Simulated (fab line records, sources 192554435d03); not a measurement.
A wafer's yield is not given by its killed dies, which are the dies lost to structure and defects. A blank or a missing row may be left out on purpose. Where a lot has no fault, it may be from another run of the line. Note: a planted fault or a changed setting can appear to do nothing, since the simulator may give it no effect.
fab line records -- flow n5Finfet
record: lots: 6, wafers: 18, lastDay: 16
route steps=1938 shown MIM_BOT_LITHO@1854 MIM_BOT_ETCH@1866 PASSIVATION@1936
lots that met no fault: taken from a fault-free run of the same line
startH: the number of hours between the record's first day and the start of the first shown wafer of the lot -- waitH: hours from the lot's prior step to this one -- " identical to the entry in the row above -- L1.1+2: a row that stands for several wafers -- - either no value or no given start -- * or withheld: withheld -- < > ~ a bound
route shown NAME@n: NAME is a module with steps in the file, n the number in the route of the first one -- usual: average and standard deviation across the fault-free wafers -- same: alike in all rows -- chamber/n: place in a boat -- sites: per-site readings -- _std_site: standard deviation of those values -- _edge_site: the outer-site mean with the inner-site mean subtracted -- radiusMm: for every site, how far away it sits from the centre of the wafer -- mask NAME#n: copy n -- behind: the most recent tool/chamber to have shaped the wafer -- hold: why the lot was held/for how many hours/how that ended -- device: transistor that didn't switch, given as n, p or np -- end of line: at the end of the route, the tests of the same wafers -- for a step that has no rows: nothing shown but its recipe -- killed: dies lost to structure and defects at the first sort, not the wafer's yield -- map: shows each die of a wafer: x if killed, . if not, _ if none is there
set.NAME: the setting as run; set.NAME@STEP: as run at that earlier step -- model.NAME: the simulator's own value behind a step, which no gauge read
certain route steps with their lots: each step a table, each wafer a row
services: a tool's chamber out of use, with start hour (startH, from the record's first day; less than 0 if before it), hours out, and reason
== steps ==
step: N5_MIM_BOT_LITHO_HMDS_01
recipe: timeS: 60, tempC: 120
step: N5_MIM_BOT_LITHO_COAT_02
recipe: spinRpm: *, resistThkNm: *
step: N5_MIM_BOT_LITHO_EBR_04
recipe: solvent: PGMEA, ebrWidthMm: 1.5
step: N5_MIM_BOT_LITHO_SOFTBAKE_03
recipe: tempC: 100, timeS: 90
step: N5_MIM_BOT_LITHO_EXPOSE_05
recipe: maskId: MIM_BOT, na: 0.55, sourceShape: conventional, sigmaOuter: 0.8, polarization: unpolarized, doseMj: 24.25
step: N5_MIM_BOT_LITHO_PEB_06
recipe: pebTempC: withheld, pebTimeS: *
step: N5_MIM_BOT_LITHO_DEVELOP_07
recipe: developTimeS: 60, rinseLiquid: diw, dry: airSpin, devTempC: 21
step: N5_MIM_BOT_LITHO_HARDBAKE_09
recipe: tempC: 130, timeS: 120
step: N5_MIM_BOT_LITHO_CD_MEAS_08
recipe: targetCdNm: 3000, landingEnergyEv: 500, detector: seInlens, polarity: opening
usual: cdNm: 3000.0/1.6
lot.wafer,tool,chamber,startH,waitH,cdNm
L550.1,cdSem-01,0,277.98,-,3001.6
L550.2,cdSem-01,0,277.98,-,2999.9
L550.5,cdSem-01,0,277.98,-,3001.3
L555.1,cdSem-03,0,305.66,-,3002.6
L555.2,cdSem-03,0,305.66,-,3001.6
L555.4,cdSem-03,0,305.66,-,3000.6
L560.1,cdSem-01,0,343.74,-,3000.4
L560.2,cdSem-01,0,343.74,-,3001.2
L560.6,cdSem-01,0,343.74,-,3001.7
L564.3,cdSem-03,0,357.40,-,3000.7
L564.4,cdSem-03,0,357.40,-,3002.7
L564.5,cdSem-03,0,357.40,-,2999.2
L563.1,cdSem-03,0,369.84,-,2999.6
L563.4,cdSem-03,0,369.84,-,2997.2
L563.5,cdSem-03,0,369.84,-,2999.8
L566.1,cdSem-02,0,373.79,-,2998.3
L566.2,cdSem-02,0,373.79,-,3000.1
L566.5,cdSem-02,0,373.79,-,3000.7
step: N5_MIM_BOT_LITHO_OVL_MEAS_11
recipe: pointsPerWafer: 44
usual: MIM_BOT_OVL: 3/5.2
lot.wafer,tool,chamber,startH,waitH,MIM_BOT_OVL[nm]
L550.1,overlay-02,0,278.01,0.0,-2
L550.2,overlay-02,0,278.01,0.0,9
L550.5,overlay-02,0,278.01,0.0,3
L555.1,overlay-02,0,305.69,0.0,-6
L555.2,overlay-02,0,305.69,0.0,-7
L555.4,overlay-02,0,305.69,0.0,-3
L560.1,overlay-01,0,343.77,0.0,0
L560.2,overlay-01,0,343.77,0.0,4
L560.6,overlay-01,0,343.77,0.0,0
L564.3,overlay-02,0,357.43,0.0,3
L564.4,overlay-02,0,357.43,0.0,-1
L564.5,overlay-02,0,357.43,0.0,-1
L563.1,overlay-01,0,369.87,0.0,2
L563.4,overlay-01,0,369.87,0.0,-2
L563.5,overlay-01,0,369.87,0.0,-1
L566.1,overlay-02,0,373.82,0.0,-3
L566.2,overlay-02,0,373.82,0.0,-10
L566.5,overlay-02,0,373.82,0.0,-5
step: N5_MIM_BOT_LITHO_INSPECT_12
recipe: mode: adi, inspectInstrument: macro
usual: rawDefectCount: 2.1/1.4
lot.wafer,tool,chamber,startH,waitH,rawDefectCount
L550.1,defectInspect-02,-,278.03,0.0,2
L550.2,defectInspect-02,-,278.03,0.0,0
L550.5,defectInspect-02,-,278.03,0.0,3
L555.1,defectInspect-01,-,305.71,0.0,2
L555.2,defectInspect-01,-,305.71,0.0,4
L555.4,defectInspect-01,-,305.71,0.0,1
L560.1,defectInspect-02,-,343.79,0.0,4
L560.2,defectInspect-02,-,343.79,0.0,3
L560.6,defectInspect-02,-,343.79,0.0,2
L564.3,defectInspect-02,-,357.45,0.0,1
L564.4,defectInspect-02,-,357.45,0.0,0
L564.5,defectInspect-02,-,357.45,0.0,1
L563.1,defectInspect-02,-,369.89,0.0,3
L563.4,defectInspect-02,-,369.89,0.0,1
L563.5,defectInspect-02,-,369.89,0.0,3
L566.1,defectInspect-02,-,373.85,0.0,5
L566.2,defectInspect-02,-,373.85,0.0,2
L566.5,defectInspect-02,-,373.85,0.0,3
step: N5_MIM_BOT_LITHO_DESCUM_10
recipe: chemistry: O2, timeS: 7.9, sourcePowerW: 50, biasPowerW: 20, pressureMtorr: 20, rfFrequencyHz: 2.712e+07, tempC: 40, o2FlowSccm: 225
usual: drypumpMotorCurrentA: 5.7/0.43, oesProductAu: 0.78/0.093, rfVppV: 242.5/1, showerheadPlenumPTorr: 2.05/0.034, throttleValvePct: 20.43/0.21
lot.wafer,tool,chamber,startH,waitH,drypumpMotorCurrentA,oesProductAu,rfHoursCounterH,rfVppV,showerheadPlenumPTorr,throttleValvePct
L550.1,rieDiel-02,0,278.07,0.0,5.6,0.76,146,242.4,2.01,20.50
L550.2,rieDiel-02,1,278.07,0.0,6.1,0.69,197,242.5,2.08,20.32
L550.5,rieDiel-02,1,278.07,0.0,6.1,0.69,-,243.6,2.08,20.33
L555.1,rieDiel-02,1,305.75,0.0,6.1,0.69,206,241.5,2.08,20.35
L555.2,rieDiel-02,3,305.75,0.0,6.1,0.73,160,243.3,2.09,20.37
L555.4,rieDiel-02,0,305.75,0.0,5.6,0.74,154,242.6,2.01,20.51
L560.1,rieDiel-02,1,343.83,0.0,6.1,0.68,220,243.3,2.07,20.35
L560.2,rieDiel-02,2,343.83,0.0,6.0,0.69,229,243.0,2.06,20.88
L560.6,rieDiel-02,1,343.83,0.0,6.1,0.68,-,242.0,2.07,20.37
L564.3,rieDiel-05,1,357.58,0.1,5.9,0.86,56,242.4,2.04,20.19
L564.4,rieDiel-05,3,357.58,0.1,5.8,0.95,14,243.2,2.05,20.56
L564.5,rieDiel-05,2,357.58,0.1,5.1,0.67,-,240.8,1.97,20.59
L563.1,rieDiel-02,3,370.20,0.3,6.1,0.71,182,244.6,2.08,20.42
L563.4,rieDiel-02,1,370.20,0.3,6.1,0.68,229,242.5,2.07,20.36
L563.5,rieDiel-02,1,370.20,0.3,6.1,0.68,-,243.0,2.07,20.37
L566.1,rieDiel-01,3,373.88,0.0,4.8,0.93,10,242.1,2.05,20.31
L566.2,rieDiel-01,0,373.88,0.0,6.5,0.78,124,243.8,2.02,20.12
L566.5,rieDiel-01,3,373.88,0.0,4.8,0.92,-,242.3,2.05,20.31
step: N5_MIM_BOT_ETCH_ETCH_04
recipe: chemistry: CF4/O2, target: SiNx, targetDepthA: 260, timeS: 13, ionEnergyEv: 100, pressureMtorr: 40, sourceW: 535, biasW: 49, Ar_flow_sccm: 100, cf4FlowSccm: 100, O2_flow_sccm: 10
usual: cf4FlowSccm: 100.0/0.3, drypumpMotorCurrentA: 5.8/0.42, oes_o_777_au: 0.78/0.087, oesProductAu: 0.78/0.093, rfVppV: 240.3/2, showerheadPlenumPTorr: 2.16/0.035, throttleValvePct: 16.00/0.25
lot.wafer,tool,chamber,startH,waitH,cf4FlowSccm,drypumpMotorCurrentA,oes_o_777_au,oesProductAu,rfHoursCounterH,rfVppV,showerheadPlenumPTorr,throttleValvePct,model.etch.depthNm
L550.1,rieDiel-02,0,278.13,0.0,99.7,5.7,0.76,0.75,146,239.5,2.12,16.05,26.22
L550.2,rieDiel-02,1,278.13,0.0,100.0,6.1,0.70,0.70,197,242.6,2.19,15.90,25.87
L550.5,rieDiel-02,1,278.13,0.0,100.4,6.1,0.70,0.69,-,240.8,2.19,15.90,25.56
L555.1,rieDiel-02,1,305.81,0.0,100.3,6.1,0.69,0.69,206,242.3,2.19,15.90,25.94
L555.2,rieDiel-02,3,305.81,0.0,100.0,6.1,0.74,0.74,160,240.7,2.20,16.01,26.3
L555.4,rieDiel-02,0,305.81,0.0,99.7,5.6,0.76,0.74,154,240.4,2.12,16.07,25.83
L560.1,rieDiel-02,1,343.90,0.0,70.7,6.1,1.02,0.66,220,232.4,1.97,14.73,24.48
L560.2,rieDiel-02,2,343.90,0.0,70.1,5.9,1.00,0.66,229,230.1,1.97,15.33,23.94
L560.6,rieDiel-02,1,343.90,0.0,70.9,6.1,1.02,0.66,-,233.9,1.97,14.74,24.54
L564.3,rieDiel-05,1,357.65,0.0,100.3,6.0,0.84,0.85,56,242.8,2.15,15.71,26.31
L564.4,rieDiel-05,3,357.65,0.0,100.0,5.8,0.92,0.93,14,241.9,2.17,16.07,25.77
L564.5,rieDiel-05,2,357.65,0.0,99.9,5.2,0.68,0.67,-,241.1,2.09,16.23,25.76
L563.1,rieDiel-02,3,370.27,0.0,69.6,6.0,1.07,0.69,182,232.2,1.98,14.80,24.9
L563.4,rieDiel-02,1,370.27,0.0,70.0,6.1,1.01,0.66,229,234.1,1.97,14.76,24.35
L563.5,rieDiel-02,1,370.27,0.0,70.3,6.1,1.01,0.65,-,233.6,1.97,14.74,24.6
L566.1,rieDiel-01,3,373.95,0.0,99.8,4.8,0.91,0.93,10,242.4,2.17,15.87,26.05
L566.2,rieDiel-01,0,373.95,0.0,100.1,6.5,0.78,0.78,124,240.2,2.13,15.73,25.92
L566.5,rieDiel-01,3,373.95,0.0,99.7,4.8,0.91,0.93,-,242.1,2.17,15.87,26.1
step: N5_MIM_BOT_ETCH_ETCH_03
recipe: chemistry: Cl2/BCl3, targetDepthA: 120, pressureMtorr: 8, icpW: 800, biasW: 100, Cl2_flow_sccm: 20, bcl3FlowSccm: 80
usual: drypumpMotorCurrentA: 5.3/0.38, oesProductAu: 0.81/0.069, throttleValvePct: 27.47/0.16
lot.wafer,tool,chamber,startH,waitH,drypumpMotorCurrentA,oesProductAu,rfHoursCounterH,throttleValvePct
L550.1,rieMetal-01,1,278.22,0.1,4.9,0.83,27,27.49
L550.2,rieMetal-01,0,278.22,0.1,5.4,0.86,16,27.21
L550.5,rieMetal-01,1,278.22,0.1,4.8,0.83,-,27.49
L555.1,rieMetal-03,0,305.90,0.1,4.9,0.73,53,27.65
L555.2,rieMetal-03,1,305.90,0.1,5.6,0.90,10,27.52
L555.4,rieMetal-03,1,305.90,0.1,5.6,0.91,-,27.51
L560.1,rieMetal-01,0,343.99,0.1,5.4,0.85,21,27.26
L560.2,rieMetal-01,1,343.99,0.1,4.9,0.81,32,27.50
L560.6,rieMetal-01,0,343.99,0.1,5.4,0.85,-,27.24
L564.3,rieMetal-01,1,357.77,0.1,4.8,0.81,-,27.50
L564.4,rieMetal-01,0,357.77,0.1,5.4,0.85,-,27.25
L564.5,rieMetal-01,1,357.77,0.1,4.8,0.81,-,27.50
L563.1,rieMetal-01,0,370.36,0.1,5.4,0.84,23,27.25
L563.4,rieMetal-01,0,370.36,0.1,5.4,0.84,-,27.24
L563.5,rieMetal-01,1,370.36,0.1,4.8,0.81,-,27.50
L566.1,rieMetal-03,1,374.03,0.1,5.6,0.87,17,27.53
L566.2,rieMetal-03,0,374.03,0.1,4.9,0.72,60,27.66
L566.5,rieMetal-03,1,374.03,0.1,5.6,0.88,-,27.54
step: N5_PASSIVATION_PROBE_49
usual: defectLimitedYield: 91.2/1.6, killed_at_M0_to_M3: 33/11, killed_at_M4_up: 15/6.2, killedAtContacts: 15/7.1, killedAtFrontEnd: 38/12, killedAtOther: 4/3.5, killedDies: 104/19, killedOpen: 69/14, killedShort: 34/8.5, sort_bin_5_function: 5.2/0.99, sort_bin_6_memory: 3.3/0.77, sortNPass: 1076/19, sortYieldPct: 91.2/1.6
same: grossDies: 1180, killedAtBackSide: 0, sort_bin_4_leakage[%]: 0, sort_bin_8_speed[%]: 0
lot.wafer,tool,chamber,startH,waitH,defectLimitedYield[%],killed_at_M0_to_M3,killed_at_M4_up,killedAtContacts,killedAtFrontEnd,killedAtOther,killedDies,killedOpen,killedShort,sort_bin_5_function[%],sort_bin_6_memory[%],sortNPass,sortYieldPct[%]
L555.1,prober-01,-,315.90,0.0,92.7,27,15,9,32,3,86,48,38,3.6,3.2,1094,92.7
L555.2,prober-01,-,315.95,0.1,92.5,20,24,15,29,0,88,59,22,4.2,3.1,1092,92.5
L555.4,prober-01,-,316.05,0.2,89.9,27,27,7,51,7,119,60,55,6.0,3.9,1061,89.9
L564.3,prober-02,-,370.39,0.8,90.0,48,21,8,41,0,118,74,43,5.6,4.0,1062,90.0
L564.4,prober-02,-,370.44,0.9,92.6,26,17,10,34,0,87,58,28,4.2,2.8,1093,92.6
L564.5,prober-02,-,370.49,0.9,93.2,17,13,12,37,1,80,60,18,4.7,2.0,1100,93.2
L563.1,prober-02,-,378.32,0.0,89.7,48,16,19,36,2,121,83,36,5.3,4.5,1059,89.7
L563.4,prober-02,-,378.47,0.2,90.7,34,16,14,43,3,110,80,30,5.7,3.6,1070,90.7
L563.5,prober-02,-,378.52,0.2,89.5,49,15,38,21,1,124,81,43,6.3,3.6,1056,89.5
killed by level:class
L555.1 STI_FIN_REVEAL:geometricParticle:open=10 BEOL_M0_SAQP:geometricParticle:short=9 BEOL_M0_SAQP:geometricParticle:open=8 BEOL_M4:geometricParticle:short=8 MOL_CONTACT_COAG:geometricParticle:open=7 FIN_SAQP:geometricParticle:short=5 GATE_CUT:geometricParticle:short=5 BEOL_M0:geometricParticle:open=5
L555.2 MOL_CONTACT_COAG:geometricParticle:open=14 STI_FIN_REVEAL:geometricParticle:open=8 BEOL_M4:geometricParticle:short=7 GATE_CUT:geometricParticle:open=5 BEOL_M1:geometricParticle:open=5 GATE_CUT:geometricParticle:short=4 BEOL_M4:geometricParticle:open=4 BEOL_M6:geometricParticle:open=4
L555.4 STI_FIN_REVEAL:geometricParticle:open=12 STARTING-WAFER:geometricParticle:short=9 FIN_SAQP:geometricParticle:short=8 BEOL_M0_SAQP:geometricParticle:short=7 GATE_CUT:geometricParticle:short=6 BEOL_M5:geometricParticle:open=6 DUMMY_GATE:geometricParticle:open=5 MOL_CONTACT_COAG:geometricParticle:open=5
L564.3 BEOL_M4:geometricParticle:open=12 BEOL_M2:geometricParticle:short=10 BEOL_M0:geometricParticle:open=9 BEOL_M0_SAQP:geometricParticle:short=9 DUMMY_GATE:geometricParticle:open=8 BEOL_M2:geometricParticle:open=8 MOL_CONTACT_COAG:geometricParticle:open=7 BEOL_M0_SAQP:geometricParticle:open=7
L564.4 FIN_SAQP:geometricParticle:open=12 BEOL_M4:geometricParticle:open=10 MOL_CONTACT_COAG:geometricParticle:open=8 BEOL_M2:geometricParticle:open=7 BEOL_M2:geometricParticle:short=7 STI_FIN_REVEAL:geometricParticle:open=5 FIN_SAQP:geometricParticle:short=4 BEOL_M0_SAQP:geometricParticle:short=4
L564.5 MOL_CONTACT_COAG:geometricParticle:open=12 FIN_SAQP:geometricParticle:open=10 DUMMY_GATE:geometricParticle:open=8 BEOL_M1:geometricParticle:open=6 BEOL_M4:geometricParticle:open=5 GATE_CUT:geometricParticle:short=4 FIN_SAQP:geometricParticle:short=3 BEOL_M0_SAQP:geometricParticle:open=3
L563.1 MOL_CONTACT_COAG:geometricParticle:open=16 BEOL_M1:geometricParticle:open=13 BEOL_M0_SAQP:geometricParticle:short=11 FIN_SAQP:geometricParticle:open=8 GATE_CUT:geometricParticle:short=8 BEOL_M0_SAQP:geometricParticle:open=8 BEOL_M3:geometricParticle:open=8 BEOL_M5:geometricParticle:open=6
L563.4 MOL_CONTACT_COAG:geometricParticle:open=12 FIN_SAQP:geometricParticle:open=10 DUMMY_GATE:geometricParticle:open=7 BEOL_M0_SAQP:geometricParticle:short=7 BEOL_M3:geometricParticle:open=7 FIN_SAQP:geometricParticle:short=6 BEOL_M0_SAQP:geometricParticle:open=6 GATE_CUT:geometricParticle:short=5
L563.5 MOL_CONTACT_COAG:geometricParticle:open=29 BEOL_M0_SAQP:geometricParticle:short=14 BEOL_M3:geometricParticle:open=12 MOL_CONTACT_COAG:geometricParticle:short=9 FIN_SAQP:geometricParticle:open=8 BEOL_M2:geometricParticle:open=7 BEOL_M0_SAQP:geometricParticle:open=6 BEOL_M4:geometricParticle:short=5
== services ==
tool,chamber,startH,hours,kind
rieDiel-05,3,265.74,-,clean
rieDiel-05,3,265.74,-,consumableReplace:focusRing
rieDiel-05,3,265.74,15.5,scheduledDown
rieDiel-05,3,265.74,15.5,ventCycle
rieDiel-05,-,271.96,10.0,pm
rieDiel-05,3,292.57,28.2,repair
rieDiel-01,3,306.54,-,clean
rieDiel-01,3,306.54,-,consumableReplace:focusRing
rieDiel-01,3,306.54,32.1,scheduledDown
rieDiel-01,3,306.54,32.1,ventCycle
rieDiel-05,-,311.93,2.8,pm
rieDiel-05,3,321.20,7.7,repair
rieMetal-01,-,337.83,0.4,repair
rieDiel-01,3,343.36,5.8,repair
== key ==
firstSign: step: N5_MIM_BOT_ETCH_ETCH_04, reading: cf4FlowSccm, direction: down, sigmas: 97, usual: 100.0, struck: 70.3
effect: step: N5_MIM_BOT_ETCH_ETCH_04, reading: showerheadPlenumPTorr, direction: down, sigmas: 5.4, usual: 2.16, struck: 1.97
modelEffect: step: N5_MIM_BOT_ETCH_ETCH_04, value: etch.depthNm, without: 25.65, struck: 24.47
metAt N5_MIM_BOT_ETCH_ETCH_04
struckWafers L560.1,L560.2,L560.6,L563.1,L563.4,L563.5
onsetBetween 305.81 343.90
fault: kind: processParameterDrift, tool: rieDiel-02, chamber: -, onsetH: 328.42, steps: N5_MIM_BOT_ETCH_ETCH_04, channel: cf4FlowSccm, offset: -30, shape: step, endH: 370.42, actsIn: theseRecipesOnly, stated: 100
